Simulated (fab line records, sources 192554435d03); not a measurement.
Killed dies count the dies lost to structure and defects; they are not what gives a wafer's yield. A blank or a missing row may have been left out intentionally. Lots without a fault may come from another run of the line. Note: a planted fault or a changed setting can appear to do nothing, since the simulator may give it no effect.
fab line records	flow n5_finfet
[record] lots = 10	wafers = 30	last_day = 19
route steps=1938 shown GATE_CUT@477 PASSIVATION@1936
lots with no fault: from the same line, run without faults
start_h: the number of hours between the record's first day and the start of the first shown wafer of the lot	wait_h: hours since the lot's step before	" same as the row above	L1.1+2: one row covering several wafers at once	- either no value or no given start	* or withheld: withheld	< > ~ a bound
route shown NAME@n: names a module that has steps shown in the file, with the first one's number in the route	usual: mean/standard deviation of fault-free wafers	same: alike in all rows	chamber/n: place in a boat	sites: readings site by site	_std_site: the standard deviation of these	_edge_site: outer sites' mean less inner sites'	radius_mm: for every site, how far away it sits from the centre of the wafer	mask NAME#n: copy n	behind: the most recent tool/chamber to have shaped the wafer	hold: reason for holding the lot/hours on hold/outcome of the hold	device: which transistor (n, p or np) failed to switch	end of line: the tests these same wafers got at the end of their route	a step without rows: its recipe alone	killed: dies that structure and defects cost at the first sort, which is not the same as the wafer's yield	map: the dies of a wafer, with x for killed, . for not killed, _ for no die there
set.NAME: the setting the step ran with; set.NAME@STEP: the setting that earlier step ran with	model.NAME: the simulator's own value behind a step, which no gauge read
route steps across a sampled set of lots; one table per step, one row per wafer
services: from which hour (start_h, from the record's first day; less than 0 if before it) a tool's chamber was out of use, for how many hours, and why
[[steps]]
[step N5_GATE_CUT_HM_DEP_46]
[recipe] material = SiO2	target_thk_a = 1300	temp_c = 400	precursor = TEOS/O2	pressure_torr = 6.5	rf_w = 900	teos_flow_sccm = 161.4	gas = O2	flow_sccm = 2650	time_s = 26.6
[usual] chamber_pressure_Torr = 6.499/0.013	heater_power_w = 536/81	showerhead_plenum_p_Torr = 8.36/0.034	throttle_valve_pct = 18.6/1.2
lot.wafer	tool	chamber	start_h	wait_h	chamber_pressure_Torr	heater_power_w	showerhead_plenum_p_Torr	throttle_valve_pct
L937.2	pecvd-04	0	84.29	0.0	6.501	529	8.37	19.3
L937.3	"	1	"	"	6.518	659	8.42	17.4
L937.5	"	1	"	"	6.511	650	8.38	17.5
L938.1	pecvd-02	1	92.77	0.0	6.490	530	8.39	19.7
L938.5	"	0	"	"	6.480	425	8.36	20.6
L938.6	"	2	"	"	6.501	605	8.39	17.1
L940.4	pecvd-01	1	101.76	0.1	6.498	544	8.36	18.8
L940.5	"	2	"	"	6.511	676	8.38	16.6
L940.6	"	0	"	"	6.496	444	8.28	17.5
L951.1	pecvd-01	0	166.27	0.0	6.510	484	8.29	17.8
L951.2	"	2	"	"	6.495	677	8.35	17.1
L951.4	"	0	"	"	6.488	474	8.28	18.1
L952.1	pecvd-01	0	173.42	0.0	6.497	464	8.29	17.8
L952.2	"	0	"	"	6.497	476	8.28	17.8
L952.6	"	0	"	"	6.505	485	8.30	18.1
L953.2	pecvd-02	1	183.06	0.0	6.499	565	8.37	20.0
L953.4	"	1	"	"	6.513	551	8.36	19.8
L953.6	"	2	"	"	6.509	625	8.38	17.2
L954.2	pecvd-04	1	186.33	0.0	6.491	650	8.44	17.4
L954.4	"	1	"	"	6.500	647	8.40	17.5
L954.6	"	0	"	"	6.488	576	8.35	19.7
L955.3	pecvd-02	2	192.27	0.0	6.512	652	8.36	17.3
L955.4	"	1	"	"	6.471	527	8.35	19.9
L955.5	"	0	"	"	6.493	427	8.35	20.4
L956.1	pecvd-04	1	199.50	0.0	6.506	510	8.41	17.5
L956.2	"	2	"	"	6.487	549	8.36	19.1
L956.5	"	0	"	"	6.503	478	8.37	19.6
L957.2	pecvd-02	0	207.36	0.0	6.497	391	8.36	20.3
L957.3	"	1	"	"	6.512	453	8.36	20.1
L957.5	"	1	"	"	6.519	458	8.36	19.9
[step N5_GATE_CUT_CD_MEAS_13]
[recipe] target_cd_nm = 20	landing_energy_ev = 500	detector = se_inlens
[usual] cd_nm = 20.04/0.23
[same] landing_energy_ev = 500
lot.wafer	tool	chamber	start_h	wait_h	cd_nm
L937.2	cd_sem-01	0	84.62	-	20.34
L937.3	"	0	"	"	20.39
L937.5	"	0	"	"	20.31
L938.1	cd_sem-02	0	93.10	-	20.17
L938.5	"	0	"	"	20.25
L938.6	"	0	"	"	19.76
L940.4	cd_sem-02	0	102.08	-	19.89
L940.5	"	0	"	"	20.12
L940.6	"	0	"	"	20.28
L951.1	cd_sem-02	0	166.60	-	20.19
L951.2	"	0	"	"	20.52
L951.4	"	0	"	"	20.07
L952.1	cd_sem-03	0	173.96	-	20.07
L952.2	"	0	"	"	19.92
L952.6	"	0	"	"	19.77
L953.2	cd_sem-02	0	183.44	-	19.93
L953.4	"	0	"	"	19.89
L953.6	"	0	"	"	20.11
L954.2	cd_sem-01	0	186.81	-	20.37
L954.4	"	0	"	"	20.02
L954.6	"	0	"	"	20.27
L955.3	cd_sem-03	0	192.61	-	19.97
L955.4	"	0	"	"	19.70
L955.5	"	0	"	"	19.94
L956.1	cd_sem-03	0	199.83	-	20.04
L956.2	"	0	"	"	19.95
L956.5	"	0	"	"	20.19
L957.2	cd_sem-01	0	207.82	-	19.76
L957.3	"	0	"	"	20.09
L957.5	"	0	"	"	19.98
[step N5_GATE_CUT_ETCH_28]
[recipe] chemistry = N2/H2	target = underlayer	target_depth_a = 130	mask_material = CAR-EUV	time_s = 10.4	ion_energy_ev = 200	pressure_mtorr = 30	source_w = 840	bias_w = 150	n2_flow_sccm = 200	h2_flow_sccm = 200	ends = cleared
[usual] bias_w = 149.9/0.44	drypump_motor_current_A = 5.4/0.47	etch_rf_on_time_s = 10.43/0.16	h2_flow_sccm = 200.0/0.58	oes_product_au = 0.64/0.038	rf_vpp_V = 525.3/2.3	showerhead_plenum_p_Torr = 2.60/0.072	throttle_valve_pct = 17.89/0.24
lot.wafer	tool	chamber	start_h	wait_h	bias_w	drypump_motor_current_A	etch_rf_on_time_s	h2_flow_sccm	oes_product_au	rf_hours_counter_h	rf_vpp_V	showerhead_plenum_p_Torr	throttle_valve_pct
L937.2	rie_diel-04	2	84.78	0.0	150.1	5.5	10.60	199.6	0.63	160	523.1	2.53	17.89
L937.3	"	3	"	"	149.3	5.6	10.18	200.3	0.68	110	523.9	2.55	17.68
L937.5	"	0	"	"	149.9	6.1	10.77	198.4	0.59	-	526.3	2.62	18.16
L938.1	rie_diel-04	3	93.36	0.0	150.0	5.6	10.11	200.7	0.68	112	523.3	2.55	17.67
L938.5	"	1	"	"	150.3	6.1	10.37	199.8	0.60	-	518.5	2.42	17.85
L938.6	"	0	"	"	149.5	6.1	10.49	200.8	0.61	-	524.4	2.62	18.18
L940.4	rie_diel-01	1	102.23	0.0	150.0	5.8	10.40	200.0	0.62	206	526.0	2.63	18.21
L940.5	"	1	"	"	149.9	5.7	10.52	199.6	0.61	-	525.4	2.63	18.20
L940.6	"	2	"	"	150.3	5.0	10.30	199.4	0.67	-	523.3	2.55	17.93
L951.1	rie_diel-02	2	166.76	0.0	149.6	4.8	10.38	200.5	0.72	68	527.6	2.69	18.36
L951.2	"	0	"	"	150.2	5.0	10.57	200.4	0.59	191	526.4	2.64	18.01
L951.4	"	2	"	"	149.5	4.8	10.35	200.3	0.72	-	526.9	2.69	18.36
L952.1	rie_diel-01	1	174.26	0.0	149.6	5.8	10.52	199.8	0.60	230	525.6	2.62	18.25
L952.2	"	2	"	"	148.9	5.0	10.30	199.9	0.65	151	522.7	2.54	17.95
L952.6	"	0	"	"	150.2	5.5	10.22	199.3	0.65	-	527.7	2.65	17.70
L953.2	rie_diel-01	2	183.91	0.0	149.3	5.0	10.23	199.2	0.65	153	523.4	2.54	17.95
L953.4	"	3	"	"	150.2	4.7	10.53	199.5	0.63	171	527.2	2.64	17.68
L953.6	"	0	"	"	149.3	5.5	10.22	199.8	0.65	-	528.0	2.65	17.67
L954.2	rie_diel-01	0	187.02	0.0	150.1	5.5	10.42	201.2	0.64	148	526.4	2.65	17.67
L954.4	"	2	"	"	149.6	5.0	10.38	199.8	0.64	155	523.7	2.54	17.94
L954.6	"	3	"	"	150.1	4.6	10.64	199.9	0.62	-	527.7	2.64	17.66
L955.3	rie_diel-02	1	192.77	0.0	149.8	5.1	10.32	200.7	0.64	154	525.5	2.65	17.67
L955.4	"	0	"	"	150.2	5.0	10.46	199.8	0.59	201	525.0	2.63	18.04
L955.5	"	0	"	"	150.5	5.0	10.55	200.6	0.59	-	526.3	2.63	18.00
L956.1	rie_diel-02	2	199.99	0.0	149.3	4.8	10.26	200.0	0.71	79	528.4	2.68	18.37
L956.2	"	3	"	"	150.6	5.5	10.43	200.4	0.69	84	527.7	2.68	17.60
L956.5	"	0	"	"	149.0	5.0	10.61	200.7	0.59	-	526.7	2.63	18.03
L957.2	rie_diel-04	2	207.98	0.0	149.9	5.5	10.57	200.1	0.61	203	522.8	2.52	17.97
L957.3	"	1	"	"	149.3	6.1	10.43	199.4	0.58	241	519.7	2.40	17.90
L957.5	"	1	"	"	150.7	6.1	10.37	200.5	0.57	-	520.4	2.40	17.91
[step N5_GATE_CUT_CUT_ETCH_54]
[recipe] chemistry = Cl2/BCl3	target = TiN	mask_material = SiO2	target_depth_a = 967	pressure_mtorr = 10	icp_w = 1000	bias_w = 126	Cl2_flow_sccm = 53.25	bcl3_flow_sccm = 21.75	Ar_flow_sccm = 25	ends = cleared
[usual] bcl3_flow_sccm = 21.74/0.07	bias_w = 126.0/0.38	drypump_motor_current_A = 5.4/0.46	etch_rf_on_time_s = 36.9/0.53	oes_product_au = 0.68/0.099	throttle_valve_pct = 22.17/0.12
lot.wafer	tool	chamber	start_h	wait_h	bcl3_flow_sccm	bias_w	drypump_motor_current_A	etch_rf_on_time_s	oes_product_au	rf_hours_counter_h	throttle_valve_pct
L937.2	rie_metal-01	1	85.20	0.0	21.79	125.8	5.0	36.9	0.55	121	22.35
L937.3	"	0	"	"	21.75	125.7	5.0	37.1	0.78	-	22.08
L937.5	"	0	"	"	21.83	125.9	5.0	37.1	0.79	-	22.08
L938.1	rie_metal-03	0	93.77	0.0	21.73	125.9	6.0	37.3	0.57	106	22.20
L938.5	"	1	"	"	21.79	125.6	5.4	35.8	0.75	-	22.31
L938.6	"	0	"	"	21.79	126.3	5.9	37.6	0.57	-	22.20
L940.4	rie_metal-01	0	102.77	0.1	21.69	126.1	5.0	36.7	0.78	-	22.07
L940.5	"	0	"	"	21.65	126.1	5.0	37.0	0.78	-	22.09
L940.6	"	0	"	"	21.74	125.8	5.0	36.6	0.78	-	22.08
L951.1	rie_metal-01	0	167.18	0.0	21.69	126.0	5.0	37.3	0.76	21	22.10
L951.2	"	1	"	"	21.73	131.5	5.0	36.7	0.54	127	22.35
L951.4	"	0	"	"	21.74	126.3	5.0	37.2	0.76	-	22.10
L952.1	rie_metal-01	0	174.68	0.0	21.82	125.4	5.0	37.1	0.75	22	22.11
L952.2	"	1	"	"	21.66	130.1	5.0	36.7	0.54	127	22.35
L952.6	"	1	"	"	21.78	130.2	5.0	36.7	0.54	-	22.37
L953.2	rie_metal-02	1	184.33	0.0	21.62	125.9	5.0	37.4	0.59	99	22.01
L953.4	"	0	"	"	21.67	125.8	6.1	37.5	0.75	-	22.21
L953.6	"	1	"	"	21.80	125.4	5.0	36.9	0.60	-	22.03
L954.2	rie_metal-02	1	187.44	0.0	21.62	126.8	5.0	37.4	0.59	100	22.01
L954.4	"	0	"	"	21.72	126.2	6.1	37.6	0.75	-	22.20
L954.6	"	1	"	"	21.73	126.4	5.0	37.1	0.60	-	22.01
L955.3	rie_metal-03	1	193.20	0.0	21.77	126.0	5.4	35.9	0.72	-	22.35
L955.4	"	0	"	"	21.73	125.4	6.0	37.3	0.56	-	22.23
L955.5	"	1	"	"	21.74	126.0	5.4	35.9	0.73	-	22.34
L956.1	rie_metal-02	1	200.41	0.0	21.77	126.2	5.0	37.0	0.59	101	22.00
L956.2	"	0	"	"	21.76	126.1	6.1	37.2	0.75	24	22.21
L956.5	"	0	"	"	21.86	126.7	6.1	37.1	0.75	-	22.20
L957.2	rie_metal-02	0	208.40	0.0	21.70	126.1	6.0	37.2	0.76	25	22.21
L957.3	"	0	"	"	21.60	125.8	6.1	37.0	0.76	-	22.21
L957.5	"	0	"	"	21.66	126.0	6.0	37.3	0.75	-	22.20
[step N5_PASSIVATION_PROBE_49]
[usual] killed_at_M0_to_M3 = 36/11	killed_at_M4_up = 13/5.1	killed_at_contacts = 14/4.9	killed_at_front_end = 41/10	killed_at_other = 3.4/2.6	killed_dies = 107/16	killed_open = 70/11	killed_short = 36/7.8
[same] gross_dies = 1180	killed_at_back_side = 0
lot.wafer	tool	chamber	start_h	wait_h	killed_at_M0_to_M3	killed_at_M4_up	killed_at_contacts	killed_at_front_end	killed_at_other	killed_dies	killed_open	killed_short
L937.2	prober-01	-	315.37	0.1	29	15	20	39	0	103	48	54
L937.3	prober-01	-	315.42	0.1	33	15	14	35	1	98	63	35
L937.5	prober-01	-	315.52	0.2	36	14	16	30	1	97	64	27
L940.4	prober-02	-	331.51	0.2	22	6	6	50	5	89	60	28
L940.5	prober-02	-	331.56	0.2	34	12	15	52	2	115	77	36
L940.6	prober-02	-	331.61	0.3	20	9	7	39	2	77	50	25
L951.1	prober-01	-	416.79	0.0	30	14	5	44	6	99	66	29
L951.2	prober-01	-	416.84	0.1	42	16	12	52	3	125	83	39
L951.4	prober-01	-	416.94	0.2	49	23	7	40	6	125	87	38
L952.1	prober-02	-	423.74	0.0	21	12	7	35	1	76	50	26
L952.2	prober-02	-	423.79	0.1	41	25	24	30	5	125	80	43
L952.6	prober-02	-	423.99	0.3	44	24	12	24	9	113	65	42
L957.2	prober-01	-	438.66	0.1	35	25	14	46	6	126	75	47
L957.3	prober-01	-	438.71	0.1	49	27	20	34	5	135	83	50
L957.5	prober-01	-	438.81	0.2	17	17	14	49	4	101	69	31
L953.2	prober-01	-	451.21	0.1	20	9	13	33	0	75	46	27
L953.4	prober-01	-	451.31	0.2	21	7	10	25	0	63	43	19
L953.6	prober-01	-	451.41	0.3	22	13	14	33	5	87	52	33
L954.2	prober-02	-	460.43	0.1	48	11	11	42	5	117	80	34
L954.4	prober-02	-	460.53	0.2	25	5	9	40	1	80	51	27
L954.6	prober-02	-	460.63	0.3	44	14	18	43	0	119	72	42
L956.1	prober-01	-	461.03	0.0	36	15	8	42	4	105	67	36
L956.2	prober-01	-	461.08	0.1	39	15	5	31	0	90	57	31
L956.5	prober-01	-	461.23	0.2	47	19	17	37	3	123	80	40
// killed by level:class
L937.2 MOL_CONTACT_COAG:geometric_particle:open=11 GATE_CUT:geometric_particle:short=10 MOL_CONTACT_COAG:geometric_particle:short=9 FIN_SAQP:geometric_particle:short=7 BEOL_M0_SAQP:geometric_particle:short=6 BEOL_M3:geometric_particle:open=6 BEOL_M5:geometric_particle:short=5 BEOL_M0_SAQP:geometric_particle:open=4
L937.3 MOL_CONTACT_COAG:geometric_particle:open=11 BEOL_M0_SAQP:geometric_particle:short=7 STARTING-WAFER:geometric_particle:open=7 STI_FIN_REVEAL:geometric_particle:open=6 BEOL_M2:geometric_particle:short=6 FIN_SAQP:geometric_particle:short=5 BEOL_M4:geometric_particle:open=5 BEOL_M0_SAQP:geometric_particle:open=5
L937.5 MOL_CONTACT_COAG:geometric_particle:open=13 BEOL_M3:geometric_particle:open=8 BEOL_M2:geometric_particle:open=8 BEOL_M4:geometric_particle:open=7 BEOL_M0_SAQP:geometric_particle:short=7 BEOL_M0_SAQP:geometric_particle:open=5 HKMG_FIN:area_etch=5 FIN_SAQP:geometric_particle:short=4
L940.4 STI_FIN_REVEAL:geometric_particle:open=10 DUMMY_GATE:geometric_particle:open=9 GATE_CUT:geometric_particle:short=7 GATE_CUT:geometric_particle:open=7 BEOL_M2:geometric_particle:open=7 MOL_CONTACT_COAG:geometric_particle:open=6 BEOL_M0_SAQP:geometric_particle:short=5 STARTING-WAFER:geometric_particle:open=5
L940.5 MOL_CONTACT_COAG:geometric_particle:open=12 GATE_CUT:geometric_particle:open=11 BEOL_M3:geometric_particle:open=9 BEOL_M0_SAQP:geometric_particle:short=8 BEOL_M0_SAQP:geometric_particle:open=8 FIN_SAQP:geometric_particle:open=7 STI_FIN_REVEAL:geometric_particle:open=7 FIN_SAQP:geometric_particle:short=4
L940.6 FIN_SAQP:geometric_particle:open=8 DUMMY_GATE:geometric_particle:open=8 BEOL_M2:geometric_particle:open=8 BEOL_M3:geometric_particle:open=6 GATE_CUT:geometric_particle:short=5 MOL_CONTACT_COAG:geometric_particle:open=4 FIN_SAQP:geometric_particle:short=3 STI_FIN_REVEAL:geometric_particle:open=3
L951.1 FIN_SAQP:geometric_particle:open=16 BEOL_M0_SAQP:geometric_particle:open=11 BEOL_M2:geometric_particle:open=7 BEOL_M4:geometric_particle:open=7 FIN_SAQP:geometric_particle:short=6 STI_FIN_REVEAL:geometric_particle:open=6 MOL_CONTACT_COAG:geometric_particle:open=5 BEOL_M0_SAQP:geometric_particle:short=5
L951.2 FIN_SAQP:geometric_particle:open=25 BEOL_M3:geometric_particle:open=11 MOL_CONTACT_COAG:geometric_particle:open=10 BEOL_M0_SAQP:geometric_particle:short=7 FIN_SAQP:geometric_particle:short=6 GATE_CUT:geometric_particle:short=6 BEOL_M0_SAQP:geometric_particle:open=6 BEOL_M1:geometric_particle:open=6
L951.4 BEOL_M0_SAQP:geometric_particle:open=16 FIN_SAQP:geometric_particle:open=15 BEOL_M4:geometric_particle:open=15 BEOL_M1:geometric_particle:open=10 BEOL_M0_SAQP:geometric_particle:short=9 FIN_SAQP:geometric_particle:short=8 MOL_CONTACT_COAG:geometric_particle:open=6 BEOL_M3:geometric_particle:open=6
L952.1 STI_FIN_REVEAL:geometric_particle:open=11 BEOL_M0_SAQP:geometric_particle:open=7 FIN_SAQP:geometric_particle:open=5 MOL_CONTACT_COAG:geometric_particle:open=5 BEOL_M0_SAQP:geometric_particle:short=5 BEOL_M1:geometric_particle:open=4 GATE_CUT:geometric_particle:short=3 BEOL_M4:geometric_particle:short=3
L952.2 MOL_CONTACT_COAG:geometric_particle:open=21 BEOL_M0_SAQP:geometric_particle:short=15 BEOL_M0_SAQP:geometric_particle:open=10 STI_FIN_REVEAL:geometric_particle:open=8 BEOL_M4:geometric_particle:open=6 BEOL_M1:geometric_particle:open=5 BEOL_M2:geometric_particle:open=5 FIN_SAQP:geometric_particle:short=4
L952.6 BEOL_M0_SAQP:geometric_particle:short=13 BEOL_M0_SAQP:geometric_particle:open=13 BEOL_M2:geometric_particle:open=8 BEOL_M5:geometric_particle:open=8 MOL_CONTACT_COAG:geometric_particle:open=7 BEOL_M5:geometric_particle:short=6 MOL_CONTACT_COAG:geometric_particle:short=5 HKMG_FIN:area_etch=5
L957.2 FIN_SAQP:geometric_particle:short=11 MOL_CONTACT_COAG:geometric_particle:open=11 BEOL_M0_SAQP:geometric_particle:open=8 STI_FIN_REVEAL:geometric_particle:open=7 BEOL_M3:geometric_particle:open=7 BEOL_M4:geometric_particle:open=7 DUMMY_GATE:geometric_particle:open=6 FIN_SAQP:geometric_particle:open=5
L957.3 MOL_CONTACT_COAG:geometric_particle:open=13 BEOL_M0_SAQP:geometric_particle:short=12 BEOL_M4:geometric_particle:open=11 BEOL_M1:geometric_particle:open=10 BEOL_M2:geometric_particle:open=8 MOL_CONTACT_COAG:geometric_particle:short=7 BEOL_M3:geometric_particle:open=7 FIN_SAQP:geometric_particle:short=6
L957.5 STI_FIN_REVEAL:geometric_particle:open=20 GATE_CUT:geometric_particle:short=11 MOL_CONTACT_COAG:geometric_particle:open=11 BEOL_M5:geometric_particle:open=6 BEOL_M0_SAQP:geometric_particle:short=5 BEOL_M4:geometric_particle:open=5 GATE_CUT:geometric_particle:open=4 BEOL_M0_SAQP:geometric_particle:open=4
L953.2 MOL_CONTACT_COAG:geometric_particle:open=12 FIN_SAQP:geometric_particle:short=8 FIN_SAQP:geometric_particle:open=5 STI_FIN_REVEAL:geometric_particle:open=5 BEOL_M3:geometric_particle:open=5 BEOL_M4:geometric_particle:open=5 ILD0:geometric_particle:short=4 BEOL_M0_SAQP:geometric_particle:short=4
L953.4 MOL_CONTACT_COAG:geometric_particle:open=8 BEOL_M2:geometric_particle:open=8 FIN_SAQP:geometric_particle:short=6 FIN_SAQP:geometric_particle:open=5 BEOL_M3:geometric_particle:open=5 STI_FIN_REVEAL:geometric_particle:open=4 STARTING-WAFER:geometric_particle:short=3 GATE_CUT:geometric_particle:short=2
L953.6 MOL_CONTACT_COAG:geometric_particle:open=13 FIN_SAQP:geometric_particle:open=10 BEOL_M0_SAQP:geometric_particle:short=9 FIN_SAQP:geometric_particle:short=4 STI_FIN_REVEAL:geometric_particle:open=3 GATE_CUT:geometric_particle:short=3 BEOL_M0_SAQP:geometric_particle:open=3 BEOL_M1:geometric_particle:open=3
L954.2 FIN_SAQP:geometric_particle:open=15 BEOL_M2:geometric_particle:open=12 FIN_SAQP:geometric_particle:short=10 MOL_CONTACT_COAG:geometric_particle:open=9 BEOL_M3:geometric_particle:open=9 BEOL_M0_SAQP:geometric_particle:open=7 GATE_CUT:geometric_particle:short=6 BEOL_M1:geometric_particle:open=6
L954.4 STI_FIN_REVEAL:geometric_particle:open=8 MOL_CONTACT_COAG:geometric_particle:open=8 FIN_SAQP:geometric_particle:short=7 BEOL_M2:geometric_particle:open=6 GATE_CUT:geometric_particle:short=6 BEOL_M3:geometric_particle:open=5 BEOL_M0_SAQP:geometric_particle:open=4 BEOL_M1:geometric_particle:open=4
L954.6 MOL_CONTACT_COAG:geometric_particle:open=14 FIN_SAQP:geometric_particle:open=12 BEOL_M0_SAQP:geometric_particle:open=9 BEOL_M3:geometric_particle:open=9 FIN_SAQP:geometric_particle:short=8 BEOL_M0_SAQP:geometric_particle:short=8 BEOL_M2:geometric_particle:open=6 GATE_CUT:geometric_particle:short=5
L956.1 STI_FIN_REVEAL:geometric_particle:open=12 BEOL_M0_SAQP:geometric_particle:short=10 MOL_CONTACT_COAG:geometric_particle:open=6 BEOL_M0_SAQP:geometric_particle:open=6 BEOL_M2:geometric_particle:open=6 DUMMY_GATE:geometric_particle:open=5 BEOL_M3:geometric_particle:open=5 BEOL_M4:geometric_particle:open=5
L956.2 BEOL_M0_SAQP:geometric_particle:short=12 BEOL_M0_SAQP:geometric_particle:open=11 STI_FIN_REVEAL:geometric_particle:open=8 DUMMY_GATE:geometric_particle:open=6 GATE_CUT:geometric_particle:open=5 MOL_CONTACT_COAG:geometric_particle:open=5 BEOL_M1:geometric_particle:open=5 BEOL_M0:geometric_particle:open=4
L956.5 MOL_CONTACT_COAG:geometric_particle:open=13 BEOL_M0_SAQP:geometric_particle:short=13 BEOL_M0_SAQP:geometric_particle:open=11 BEOL_M4:geometric_particle:open=8 STI_FIN_REVEAL:geometric_particle:open=8 BEOL_M3:geometric_particle:short=8 DUMMY_GATE:geometric_particle:open=7 FIN_SAQP:geometric_particle:short=6
[[services]]
tool	chamber	start_h	hours	kind
pecvd-02	-	64.78	2.3	repair
pecvd-01	2	76.65	2.1	scheduled_down
rie_diel-04	3	87.56	2.5	repair
rie_metal-01	1	92.32	11.1	repair
rie_metal-01	-	92.95	2.8	pm
pecvd-01	1	94.06	2.6	repair
pecvd-01	2	98.79	1.8	repair
rie_diel-02	0	100.91	6.0	repair
pecvd-04	2	113.73	4.0	repair
rie_diel-02	2	137.47	6.3	repair
pecvd-01	-	142.23	2.8	pm
rie_metal-01	1	154.16	10.1	repair
rie_diel-02	3	164.68	12.2	repair
pecvd-01	2	169.08	7.5	repair
rie_metal-01	-	169.85	1.4	pm
pecvd-01	-	177.85	1.3	repair
rie_diel-04	1	180.16	11.0	repair
pecvd-01	-	181.87	0.8	repair
rie_diel-04	0	191.20	-	clean
rie_diel-04	0	191.20	-	consumable_replace:focus_ring
rie_diel-02	-	195.75	0.3	repair
rie_metal-01	1	200.98	-	clean
rie_metal-01	1	200.98	15.5	scheduled_down
rie_metal-01	1	200.98	15.5	vent_cycle
[[key]]
[first_sign] step = N5_GATE_CUT_CUT_ETCH_54	reading = bias_w	direction = up	sigmas = 12	usual = *	struck = *
effect none on later readings
met_at N5_GATE_CUT_CUT_ETCH_54
struck_lots L951,L952
struck_wafers L951.2,L952.2,L952.6
tester_left_out L951,L952
not_acting_at N5_GATE_CUT_HM_DEP_46,N5_GATE_CUT_CD_MEAS_13,N5_GATE_CUT_ETCH_28
onset_between 85.20 167.18
[fault] kind = process_parameter_drift	tool = rie_metal-01	chamber = 1	onset_h = 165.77	steps = N5_GATE_CUT_CUT_ETCH_54	channel = bias_w	offset = *	shape = step	end_h = 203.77	acts_in = *	stated = *
// tester_left_out: of these lots the tester's yield and bins aren't shown, on N5 and GAA mostly nor the transistor test; their killed dies are dies lost to structure and defects alone, not to doping, threshold or leakage, so they don't give the yield
